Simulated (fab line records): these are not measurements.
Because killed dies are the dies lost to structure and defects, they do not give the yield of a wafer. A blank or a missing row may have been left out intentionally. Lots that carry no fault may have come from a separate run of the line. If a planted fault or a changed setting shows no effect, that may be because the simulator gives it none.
2 desks looking at one fault :: flow nand-harc :: only its own numbers are on each desk; what lay behind them is given at the end

== THE METROLOGY DESK ==
What the gauges read for every lot (on any tool): the sampled wafers with a number, averaged. The brackets show how far a lot's mean lies from the usual mean; more than 4 standard deviations puts the lot out of limits, marked OUT.
Columns: A = cd-nm at NHARC_P_ZERO_WELL_CD_MEAS_11, usual 500.9 nm; B = trench-depth-nm at NHARC_P_STI_OCD_MEAS_17, usual 300 nm; C = trench-foot-cd-nm at NHARC_P_STI_OCD_MEAS_17, usual 158.7 nm; D = overlay-x-nm at NHARC_P_GATE_OVL_MEAS_27, usual 0.2 nm; E = overlay-y-nm at NHARC_P_GATE_OVL_MEAS_27, usual 0.3 nm
lot: L515
first seen here: day 1 13:14
A: 503.5
B: 301
C: 158.1
D: 1.1
E: -0.1

lot: L518
first seen here: day 2 07:14
A: 502.8
B: 297
C: 160.9
D: 1.3
E: -0.1

lot: L519
first seen here: day 2 13:15
A: 500.0
B: 302
C: 157.5
D: 1.0
E: -1.0

lot: L521
first seen here: day 3 01:16
A: 502.6
B: 305
C: 160.7
D: -1.3
E: -0.3

lot: L522
first seen here: day 3 07:15
A: 503.5
B: 295
C: 158.0
D: 0.3
E: 1.8

lot: L524
first seen here: day 3 19:14
A: 499.1
B: 295
C: 156.7
D: 0.6
E: 1.1

lot: L526
first seen here: day 4 07:29
A: 500.4
B: 299
C: 158.2
D: -0.8
E: 1.1

lot: L527
first seen here: day 4 13:07
A: 501.3
B: 278 (-4.4) OUT
C: 161.7
D: 0.4
E: 0.4

lot: L528
first seen here: day 4 19:07
A: 500.4
B: 276 (-4.7) OUT
C: 164.4
D: 0.7
E: -0.2

lot: L530
first seen here: day 5 07:07
A: 502.0
B: 246 (-11) OUT
C: 164.6
D: 0.2
E: 0.0

lot: L534
first seen here: day 6 07:07
A: 499.2
B: 295
C: 157.4
D: 0.2
E: 0.8

lot: L535
first seen here: day 6 13:14
A: 501.0
B: 304
C: 155.3
D: 0.3
E: 1.3

lot: L536
first seen here: day 6 19:07
A: 500.5
B: 303
C: 159.6
D: -0.4
E: -0.2
This desk's finding: out of limits on L527, L528, L530; first on L527, day 5 11:58 (trench-depth-nm at NHARC_P_STI_OCD_MEAS_17). Within limits: L515, L518, L519, L521, L522, L524, L526, L534, L535, L536.

== TOOL OWNER'S DESK, rie-si-05 ==
The tool's own readings at NHARC_P_STI_ETCH_15 (etches the open film in HBr/Cl2, target depth 300 nm, time 100.1 s): means of the sampled wafers that have a number, for each lot that ran on this tool. The brackets show how far a lot's mean lies from the usual mean; more than 4 standard deviations puts the lot out of limits, marked OUT.
Columns: A = drypump-motor-current-A at NHARC_P_STI_ETCH_15, usual 5.7 A; B = oes-product-au at NHARC_P_STI_ETCH_15, usual 0.999 a.u.; C = throttle-valve-pct at NHARC_P_STI_ETCH_15, usual 26.407 %
lot: L515
first seen here: day 2 13:46
A: 5.8
B: 0.997
C: 26.414

lot: L521
first seen here: day 3 23:20
A: 5.3
B: 1.005
C: 26.409

lot: L526
first seen here: day 5 06:35
A: 5.4
B: 0.999
C: 26.402

lot: L527
first seen here: day 5 11:45
A: 5.4
B: 0.950 (-4.5) OUT
C: 26.404

lot: L528
first seen here: day 5 17:06
A: 5.3
B: 0.948 (-4.7) OUT
C: 26.395

lot: L530
first seen here: day 6 05:57
A: 5.5
B: 0.887 (-10) OUT
C: 26.402
This desk's finding: out of limits on L527, L528, L530; first on L527, day 5 11:45 (oes-product-au at NHARC_P_STI_ETCH_15). Within limits: L515, L521, L526.

== TAKEN TOGETHER ==
An alarm could have come from the tool owner's desk at day 5 11:45, on L527, L528, L530.
The metrology desk could have raised an alarm at day 5 11:58, on L527, L528, L530.
All the named lots went through NHARC_P_STI_ETCH_15 on rie-si-05.

== WHAT HAD BEEN PUT IN BY THE SIMULATOR ==
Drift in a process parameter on rie-si-05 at NHARC_P_STI_ETCH_15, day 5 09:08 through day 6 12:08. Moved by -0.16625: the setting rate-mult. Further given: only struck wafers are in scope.
Struck lots among those shown: L527, L528, L530.
Counting hours from when the fault started, the first reading out of limits came at 3 for the tool owner's desk and at 3 for the metrology desk.
